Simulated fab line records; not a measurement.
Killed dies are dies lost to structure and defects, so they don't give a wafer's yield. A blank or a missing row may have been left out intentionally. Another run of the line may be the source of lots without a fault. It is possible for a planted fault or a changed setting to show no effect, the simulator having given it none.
A lot that was struck, set against a sound lot	flow n5Finfet	25 steps out of a route of 1938
Sound: the wafers L627.4, L627.5, L627.6. Wafers struck: L611.1, L611.3, L611.6. Last of all comes the cause.
Each step with rows lists, per side, the tool, then ch with its chambers, then its first start. Under that, the readings that differ: sound wafers	struck wafers	difference of the means	sigmas: that difference in standard deviations of wafers without a fault.
alike: readings whose means differ by less than 2 such deviations, and words and numbers that are the same on both sides. not compared: withheld readings, readings that some wafer has no value for, bounds like >300 that may hide the same value, and numbers for which the record gives no deviation and whose values overlap.
Wherever a step has rows on one side only, a row that says differs or no value, or a row with sigmas, the two part there. When numbers do not overlap yet have no deviation, they are printed without sigmas and do not part them. A reading that every wafer of one side lacks parts them only if that side has two wafers or more.

first, 11 steps without rows for these wafers: N5_BEOL_M1_DESCUM_16 (chemistry O2, time 7 s); N5_BEOL_M1_ETCH_74 (etches underlayer in N2/H2, target depth 6.5 nm, time 5.2 s); N5_BEOL_M1_ETCH_63 (etches SiARC in CF4, target depth 15.6 nm, time 26 s); N5_BEOL_M1_ETCH_64 (etches SOC in N2/H2, target depth 75 nm, overetch 15 nm, time 112.5 s); N5_BEOL_M1_STRIP_65 (strips in N2/H2); N5_BEOL_M1_STRIP_75 (strips in N2/H2); N5_BEOL_M1_STRIP_66 (strips in CF4); N5_BEOL_M1_HM_OPEN_17 (chemistry Cl2/BCl3, target TiN, target depth 20 nm, overetch 6 nm); N5_BEOL_M1_STRIP_19 (strips in O2); N5_BEOL_M1_COAT_67 (time 60 s, resist thk 60 nm); N5_BEOL_M1_COAT_68 (time 60 s, resist thk 12 nm).
N5_BEOL_M1_COAT_76: time 60 s, resist thk 5 nm.
  sound on lithoTrack-03 ch 0, day 10 23:23; struck on lithoTrack-03 ch 0, day 7 00:54
reading	sound	struck	difference	sigmas
spinSpeedRpm (rpm)	1500.6 1502.2 1500.8	1687.8 1688.0 1688.6	+186.9	+99 or more
  alike: resistLineTempC
then, 7 steps without rows for these wafers: N5_BEOL_M1_COAT_22 (resist thk 30 nm); N5_BEOL_M1_EBR_24; N5_BEOL_M1_SOFTBAKE_23 (time 60 s); N5_BEOL_M1_EXPOSE_25 (exposes mask V0, defocus 5 nm, target cd 24 nm); N5_BEOL_M1_PEB_26 (peb time 60 s); N5_BEOL_M1_DEVELOP_27 (develop time 30 s); N5_BEOL_M1_DESCUM_33 (chemistry O2, time 7 s).
N5_BEOL_M1_ETCH_77: etches underlayer in N2/H2, target depth 6.5 nm, time 5.2 s.
  sound on rieDiel-06 ch 0,2,3, day 10 23:56; struck on rieDiel-01 ch 0,3, day 7 01:28
reading	sound	struck	difference	sigmas
etchRfOnTimeS (s)	5.14 5.24 5.16	4.85 4.91 4.84	-0.31	-5
model.CAR-EUV_of_BEOL_M1_COAT_22.thkNm (nm)	20.2 20.4 20.4	20.8 20.8 20.8	+0.5	
model.etch.depthNm (nm)	5.012 4.996 5.003	4.711 4.718 4.728	-0.285	
  alike: drypumpMotorCurrentA, oesProductAu, rfVppV, showerheadPlenumPTorr, throttleValvePct
  not compared: rfHoursCounterH
then, 2 steps without rows for these wafers: N5_BEOL_M1_ETCH_69 (etches SiARC in CF4, target depth 15.6 nm, time 26 s); N5_BEOL_M1_ALD_98 (deposits SiO2, target thk 2.5 nm, pulse time 1 s, co reactant pulse time 1 s).
N5_BEOL_M1_ETCHBACK_99: etches SiO2 in CHF3, target depth 5 nm, time 10.4 s.
  sound on rieDiel-01 ch 1,2,3, day 11 03:13; struck on rieDiel-01 ch 0,1,3, day 7 03:05
reading	sound	struck	difference	sigmas
model.CAR-EUV_of_BEOL_M1_COAT_22.thkNm (nm)	10.4 10.4 10.4	10.8 10.8 10.8	+0.4	
  alike: drypumpMotorCurrentA, oes_f_703_au, oesProductAu, rfVppV, showerheadPlenumPTorr, throttleValvePct
  not compared: rfHoursCounterH
then, 1 step without rows for these wafers: N5_BEOL_M1_ETCH_70 (etches SOC in N2/H2, target depth 80 nm, overetch 16 nm, time 120 s).
N5_BEOL_M4_RC_MEAS_101:
  sound on prober-02 ch 0, day 12 23:21; struck on prober-01 ch 0, day 8 23:29
reading	sound	struck	difference	sigmas
DIBL_P (mV/V)	39.5 37.4 39.3	34.9 31.8 35.2	-4.8	-3
ION_N (uA/um)	695 682 684	663 654 666	-26	-2
  alike: DIBL_N, IOFF_N, IOFF_P, ION_P, SS_N, SS_P, VT_N, VT_P

== WHERE THEY PART ==
First at N5_BEOL_M1_COAT_76; last, within this record, at N5_BEOL_M4_RC_MEAS_101.

WHY: whatever the simulator had introduced
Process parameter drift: lithoTrack-03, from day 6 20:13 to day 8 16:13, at N5_BEOL_M1_COAT_76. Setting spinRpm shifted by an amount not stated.
